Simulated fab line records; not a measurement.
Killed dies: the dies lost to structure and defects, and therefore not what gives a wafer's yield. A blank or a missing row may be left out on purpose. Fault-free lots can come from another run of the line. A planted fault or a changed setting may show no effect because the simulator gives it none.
Struck lot and sound lot, side by side ; flow nand-harc ; 13 steps out of a route of 1302
Sound: the wafers L949.2, L949.3, L949.4. Struck: wafer L965.6 (left out: L965.4, L965.5 of the same lot, which were not struck); the cause appears at the end.
Per side, at each step with rows, come the tool, then ch with its chambers, and then its first start. Under that, the readings that differ: sound wafers ; struck wafers ; difference of the means ; sigmas: that difference in standard deviations of wafers without a fault.
alike: same words and numbers on both sides, and readings whose means sit less than 2 such deviations apart. not compared: any withheld reading, any reading some wafer has no value for, any bound like >300 that may hide the same value, and any number with overlapping values for which the record gives no deviation.
A row with sigmas, a row that says differs or no value, or rows on one side alone: a step with any of these is where the two part. Numbers that don't overlap but have no deviation are shown without sigmas and don't part them. A reading missing from all wafers of one side parts the sides only when that side holds two or more wafers.

first, 2 steps without rows for these wafers: NHARC_A_SOURCE_PLATE_CVD_03 (deposits poly-Si, target thk 200 nm, time 4000 s); NHARC_A_SOURCE_PLATE_ANNEAL_05 (time 1800 s).
NHARC_A_SOURCE_PLATE_THK_MEAS_06: measures by ellipsometry.
  struck on film-metro-01, day 16 20:10; sound on film-metro-02, day 9 21:46
  alike: thk-nm
NHARC_A_SOURCE_PLATE_INSPECT_08:
  struck on defect-inspect-02, day 16 20:29; sound on defect-inspect-01, day 9 21:53
  alike: raw-defect-count
then, no rows for these wafers at 1 step: NHARC_A_ONON_D1_DEP_00 (target thk 1000 nm).
NHARC_A_ONON_D1_THK_MEAS_02: measures by ellipsometry.
  struck on film-metro-01, day 16 21:03; sound on film-metro-01, day 9 22:27
  alike: thk-nm
then, no rows for these wafers at 1 step: NHARC_A_ONON_D1_DEP_03 (target thk 1000 nm).
NHARC_A_ONON_D1_THK_MEAS_05: measures by ellipsometry.
  struck on film-metro-01, day 16 21:37; sound on film-metro-01, day 9 23:01
reading;sound;struck;difference;sigmas
thk-nm (nm);989 990 991;1019;+29;+3
then, no rows for these wafers at 1 step: NHARC_A_ONON_D1_DEP_06 (target thk 1000 nm).
NHARC_A_ONON_D1_THK_MEAS_08: measures by ellipsometry.
  struck on film-metro-01, day 16 22:11; sound on film-metro-02, day 9 23:35
  alike: thk-nm
NHARC_A_ONON_D1_DEP_09: target thk 1000 nm.
  sound on pecvd-onon-01 ch 0, day 9 23:43; struck on pecvd-onon-03 ch 0, day 16 22:25
  alike: sih4-flow-sccm
NHARC_A_ONON_D1_THK_MEAS_11: measures by ellipsometry.
  struck on film-metro-01, day 16 22:45; sound on film-metro-01, day 10 00:10
reading;sound;struck;difference;sigmas
thk-nm (nm);1002 1003 1001;1108;+106;+11
then, no rows for these wafers at 1 step: NHARC_A_ONON_D1_DEP_12 (target thk 1000 nm).

## WHERE THEY PART
At NHARC_A_ONON_D1_THK_MEAS_05 first; at NHARC_A_ONON_D1_THK_MEAS_11 last (within this record only).

WHY: the cause the simulator had injected
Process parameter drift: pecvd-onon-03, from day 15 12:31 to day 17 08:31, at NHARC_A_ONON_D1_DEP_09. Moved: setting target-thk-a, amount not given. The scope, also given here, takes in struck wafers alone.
